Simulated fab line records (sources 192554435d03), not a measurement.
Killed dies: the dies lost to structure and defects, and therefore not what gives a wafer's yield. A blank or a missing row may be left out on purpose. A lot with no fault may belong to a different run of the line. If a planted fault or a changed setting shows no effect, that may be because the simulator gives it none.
Problem report, 8D (eight disciplines) form, completed by code	flow n5_finfet	the parts of the form that need people (team, actions taken, sign-off) are left out

## 1. PROBLEM STATEMENT
Mean of killed_at_M0_to_M3 at N5_PASSIVATION_PROBE_49: 154 across 9 wafers in 3 lots; on wafers with no fault it is 33 (standard deviation 9.4). That puts it +13 standard deviations away from the usual mean.
Earliest sighting: wafer L381.1 on prober-01 at day 14 13:34. At this step, 9 wafers from 3 lots have a number in the record. The rule behind "out" and "out of limits": a value lying over 4 standard deviations away from the usual mean. All remaining wafers that have a number are taken as sound.

## 2. WHAT THIS IS AND IS NOT
question	is	is not
which readings at this step	killed_at_M0_to_M3	killed_at_M4_up, killed_at_contacts, killed_at_other, sort_bin_8_speed
which lots	L381, L382, L383	-
which wafers of those lots	all that have a number	-
read on which tools	prober-01, prober-02	-
when	from day 14 13:34	up to then (0 sound wafers)

## 3. SUSPECTS, AND WHAT RULES EACH OUT
Counting: a tool stays on the suspect list if, at a process step up to the reading, it processed all lots that are out and no sound lot following the first of them.
- rie_diel-04 at N5_BEOL_M3_STRIP_36 (strips in N2/H2): kept. It ran every lot that is out, first L381 (day 9 16:50), and no sound lot after that.
The count leaves rie_diel-04 at N5_BEOL_M3_STRIP_36.

## 4. THE CAUSE (what the simulator had put in)
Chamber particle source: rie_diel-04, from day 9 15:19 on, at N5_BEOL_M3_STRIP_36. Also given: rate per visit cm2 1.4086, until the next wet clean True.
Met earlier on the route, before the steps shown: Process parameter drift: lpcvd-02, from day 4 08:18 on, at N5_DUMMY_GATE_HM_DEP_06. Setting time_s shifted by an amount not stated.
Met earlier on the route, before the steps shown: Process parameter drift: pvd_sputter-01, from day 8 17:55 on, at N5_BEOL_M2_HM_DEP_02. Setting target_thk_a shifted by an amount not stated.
Counting left only this tool.

## 5. THE EFFECT CHAIN, in route order
One row per reading whose mean, taken over the struck wafers that have a number, lies over 3 standard deviations from the usual. Only readings for which the record gives a usual standard deviation are gone through. hours: the time from each lot's start at the first step in this table that gives one to its start at this step, as a median over the lots. sigmas: the change in usual standard deviations.
hours	step	reading	usual	on struck wafers	change	sigmas
0	N5_PASSIVATION_PROBE_49	defect_limited_yield	91.0 %	81.2	-9.8	-6.6
0	N5_PASSIVATION_PROBE_49	killed_at_M0_to_M3	33	154	+121	+13
0	N5_PASSIVATION_PROBE_49	killed_dies	106	222	+116	+6.5
0	N5_PASSIVATION_PROBE_49	killed_on_rim	14	34	+20	+4.8
0	N5_PASSIVATION_PROBE_49	sort_bin_5_function	5.3 %	12.0	+6.7	+6.7
0	N5_PASSIVATION_PROBE_49	sort_n_pass	1074	958	-116	-6.5
0	N5_PASSIVATION_PROBE_49	sort_yield_pct	91.0 %	81.2	-9.8	-6.6
The process steps in it:
- N5_PASSIVATION_PROBE_49

## 6. HOW IT WOULD HAVE BEEN CAUGHT EARLIER
In this record no reading fell out of limits until day 14 13:34, 118 hours after the fault had begun at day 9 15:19.
Tool readings at N5_BEOL_M3_STRIP_36 with a usual standard deviation given in the record: none out on any struck wafer, hence no alarm at a limit of 4 standard deviations on them.
All the lots that are out (3) had begun N5_BEOL_M3_STRIP_36 on rie_diel-04 by day 14 13:34. None of them would have been spared by holding the tool at that moment.
